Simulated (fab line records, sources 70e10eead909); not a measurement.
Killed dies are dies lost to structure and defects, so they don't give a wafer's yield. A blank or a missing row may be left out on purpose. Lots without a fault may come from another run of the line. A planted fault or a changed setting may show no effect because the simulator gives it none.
Problem report in the 8D (eight disciplines) form, filled by code | flow nand_harc | the parts of the form that need people (team, actions taken, sign-off) are left out

1. THE PROBLEM
oes_product_au at NHARC_A_WL_FILL_ETCHBACK_26 reads a mean of 0.897 a.u. on 3 wafers of 3 lots; wafers without a fault read 1.000 a.u. with a standard deviation of 0.013. That is -7.9 standard deviations from the usual mean.
The step: etches the open film in HBr, target depth 52 nm, time 13.3 s.
First seen on wafer L987.2, day 17 19:47, on rie_si-05. The record holds 36 wafers of 13 lots with a number at this step. Rule for "out", or "out of limits": more than 4 standard deviations from the usual mean. The other wafers with a number count as sound.

2. WHAT IT IS AND WHAT IT IS NOT
question                    | is                     | is not
which readings at this step | oes_product_au         | drypump_motor_current_A, hbr_flow_sccm, throttle_valve_pct
which lots                  | L987, L989, L992       | L101, L103, L104, L983, L984, L985, L991, L996, L998, L999
which wafers of those lots  | L987.2, L989.2, L992.4 | L987.1, L989.1, L992.1
read on which tools         | rie_si-05              | rie_si-02, rie_si-03
when                        | from day 17 19:47      | up to then (13 sound wafers); but 20 sound wafers of L101, L103, L104, L989, L992, L996, L998, L999 came after

3. SUSPECTS, AND WHAT RULES EACH OUT
Counting: a tool at a process step up to the reading stays a suspect if it ran every lot that is out. Sound lots after the first of them don't rule it out here, since some wafers of a struck lot are sound.
- rie_si-05 at NHARC_A_WL_FILL_ETCHBACK_26 (etches the open film in HBr, target depth 52 nm, time 13.3 s): kept. It ran every lot that is out, first L987 (day 17 19:47); its last sound lot up to then is L991 (day 17 14:46). Its own readings are out on those wafers: oes_product_au.
Left after counting: rie_si-05 at NHARC_A_WL_FILL_ETCHBACK_26.

4. THE CAUSE (what the simulator had put in)
Process parameter drift: rie_si-05, from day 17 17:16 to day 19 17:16, at NHARC_A_WL_FILL_ETCHBACK_26. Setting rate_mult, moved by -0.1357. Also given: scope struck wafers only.
Counting left only this tool.

5. THE CHAIN OF EFFECTS, in route order
Each row: a reading whose mean over the struck wafers that have a number lies more than 3 standard deviations from the usual. Only readings for which the record gives a usual standard deviation are gone through. hours: the time from each lot's start at the first step in this table that gives one to its start at this step, as a median over the lots. sigmas: the change in usual standard deviations.
hours | step                        | reading        | usual      | on struck wafers | change | sigmas
0     | NHARC_A_WL_FILL_ETCHBACK_26 | oes_product_au | 1.000 a.u. | 0.897            | -0.103 | -7.9
The process steps in it:
- NHARC_A_WL_FILL_ETCHBACK_26: etches the open film in HBr, target depth 52 nm, time 13.3 s.
Later measuring or inspecting steps at which every struck wafer that the step has a row for has a number for every such reading, and none has moved that far: NHARC_END_SORT_01.

6. WHAT WOULD HAVE CAUGHT IT SOONER
In this record the first reading out of limits was taken at day 17 19:47, 3 hours after the fault began at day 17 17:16.
